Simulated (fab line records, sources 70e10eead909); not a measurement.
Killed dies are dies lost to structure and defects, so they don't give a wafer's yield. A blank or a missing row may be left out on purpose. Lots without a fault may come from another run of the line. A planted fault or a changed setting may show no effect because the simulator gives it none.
A struck lot beside a sound one | flow nand_harc | 26 steps out of a route of 1159
Sound: wafers L947.2, L947.3, L947.4. Struck: wafers L956.3, L956.4, L956.6. The cause comes at the end.
At each step with rows: each side's tool, then ch and its chambers, then its first start. Under that, the readings that differ: sound wafers | struck wafers | difference of the means | sigmas: that difference in standard deviations of wafers without a fault.
alike: readings whose means differ by less than 2 such deviations, and words and numbers that are the same on both sides. not compared: withheld readings, readings that some wafer has no value for, bounds like >300 that may hide the same value, and numbers for which the record gives no deviation and whose values overlap.
The two part at a step that has a row with sigmas, a row that says differs or no value, or rows on one side only. Numbers that don't overlap but have no deviation are shown without sigmas and don't part them. A reading that every wafer of one side lacks parts them only if that side has two wafers or more.

first, 5 steps without rows for these wafers: NHARC_P_GATE_STRIP_15 (strips in SPM, time 780 s); NHARC_P_GATE_PRECLEAN_71 (cleans in SC1); NHARC_P_GATE_SRD_72; NHARC_P_GATE_OXIDE_16 (material SiO2, target thk 3 nm, ox time 392 s); NHARC_P_GATE_CVD_17 (deposits poly-Si, target thk 150 nm, time 900 s).
NHARC_P_GATE_HM_DEP_102: deposits aC, target thk 120 nm.
  sound on acl_dep-01 ch 0, day 4 08:12; struck on acl_dep-03 ch 0, day 7 03:34
  alike: throttle_valve_pct
NHARC_P_GATE_DEP_103: deposits SiON, target thk 30 nm.
  sound on pecvd-03 ch 0,1,2, day 4 08:47; struck on pecvd-01 ch 0,1,2, day 7 04:11
  alike: heater_power_w, rf_fwd_power_W
  not compared: since_wet_clean_h
then, 5 steps without rows for these wafers: NHARC_P_GATE_DEHYDRATE_18 (time 120 s); NHARC_P_GATE_HMDS_19 (time 30 s); NHARC_P_GATE_COAT_20 (resist thk 90 nm); NHARC_P_GATE_SOFTBAKE_21 (time 55 s); NHARC_P_GATE_EBR_22.
NHARC_P_GATE_EXPOSE_23: exposes mask P GATE, target cd 120 nm.
  sound on arfi_scanner-02 ch 0, day 4 09:23; struck on arfi_scanner-02 ch 0, day 7 04:35
  reading              | sound             | struck               | difference | sigmas
  exposure_dose_mJ_cm2 | 93.80 93.87 93.81 | 119.93 120.15 119.96 | +26.19     | +99 or more
  alike: mask
then, 2 steps without rows for these wafers: NHARC_P_GATE_PEB_24 (peb time 65 s); NHARC_P_GATE_DEVELOP_25 (develop time 35 s).
NHARC_P_GATE_CD_MEAS_26: target cd 120 nm.
  sound on cd_sem-03 ch 0, day 4 09:31; struck on cd_sem-02 ch 0
  reading    | sound             | struck            | difference | sigmas
  cd_nm (nm) | 119.7 119.5 120.6 | 105.3 105.7 105.5 | -14.4      | -20
  not compared: hold
NHARC_P_GATE_OVL_MEAS_27:
  sound on overlay-02, day 4 09:36; struck on overlay-02, day 7 14:23
  reading | sound | struck                                                                     | difference                   | sigmas
  hold    | - - - | await_dispo/9.4h/release await_dispo/9.4h/release await_dispo/9.4h/release | no value on the sound wafers |
  alike: overlay_x_nm, overlay_y_nm
NHARC_P_GATE_INSPECT_28:
  sound on defect_inspect-01, day 4 09:38; struck on defect_inspect-02, day 7 14:26
  alike: raw_defect_count
NHARC_P_GATE_DESCUM_31: chemistry O2, time 3 s.
  sound on rie_diel-06 ch 1,2,3, day 4 09:42; struck on rie_diel-06 ch 1,2,3, day 7 14:30
  reading                 | sound             | struck            | difference | sigmas
  model.P_GATE.cd_nm (nm) | 119.3 119.9 120.1 | 104.8 104.4 105.1 | -15.0      |
  alike: drypump_motor_current_A, oes_product_au, rf_vpp_V, showerhead_plenum_p_Torr, throttle_valve_pct
  not compared: rf_hours_counter_h
NHARC_P_GATE_ETCH_104: etches the open film in CF4/CHF3, target depth 60 nm.
  sound on rie_diel-06 ch 1,2,3, day 4 09:50; struck on rie_diel-06 ch 1,2,3, day 7 14:36
  alike: drypump_motor_current_A, oes_product_au, rf_fwd_power_W, rf_vpp_V, showerhead_plenum_p_Torr, throttle_valve_pct
NHARC_P_GATE_HM_OPEN_105: chemistry O2/COS, target depth 360 nm.
  sound on rie_diel-06 ch 0,1,2; struck on rie_diel-06 ch 0,3
  alike: cos_flow_sccm, drypump_motor_current_A, oes_product_au, rf_fwd_power_W, rf_vpp_V, showerhead_plenum_p_Torr, throttle_valve_pct
  not compared: rf_hours_counter_h
then, 2 steps without rows for these wafers: NHARC_P_GATE_STRIP_106 (strips in O2/COS); NHARC_P_GATE_ETCH_114 (etches the open film in CF4/O2, target depth 30 nm, overetch 3 nm, time 16.5 s).
NHARC_P_GATE_ETCH_32: etches the open film in HBr/Cl2, target depth 150 nm, time 100.1 s.
  sound on rie_si-06 ch 1,2,3, day 4 10:32; struck on rie_si-03 ch 1,2, day 7 20:00
  reading                 | sound             | struck            | difference | sigmas
  model.P_GATE.cd_nm (nm) | 120.9 118.2 118.5 | 106.2 103.6 106.6 | -13.7      |
  alike: drypump_motor_current_A, oes_product_au, rf_fwd_power_W, throttle_valve_pct
  not compared: rf_hours_counter_h
NHARC_P_GATE_STRIP_108: strips in O2.
  sound on rie_diel-01 ch 0,2, day 4 10:45; struck on rie_diel-13 ch 0,1, day 7 20:10
  alike: drypump_motor_current_A, oes_product_au, rf_vpp_V, showerhead_plenum_p_Torr, throttle_valve_pct
  not compared: rf_hours_counter_h
-- the record jumps here: 16 days lie between the struck wafers' starts before and after (it left off in module P_GATE and takes up again in module END, whose first step shown is number 1159 of the route) --
NHARC_END_SORT_01:
  sound on prober-02 ch 0, day 19 14:18; struck on prober-02 ch 0, day 23 23:28
  reading             | sound | struck   | difference | sigmas
  killed_at_periphery | 6 5 5 | 36 37 23 | +27        | +11
  alike: killed_at_array, killed_at_other, killed_dies, killed_open, killed_short
  not compared: hold

WHERE THEY PART
First at NHARC_P_GATE_EXPOSE_23; last, within this record, at NHARC_END_SORT_01.

WHY: what the simulator had put in
Process parameter drift: arfi_scanner-02, from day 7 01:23 on, at NHARC_P_GATE_EXPOSE_23. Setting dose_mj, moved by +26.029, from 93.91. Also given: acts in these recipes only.
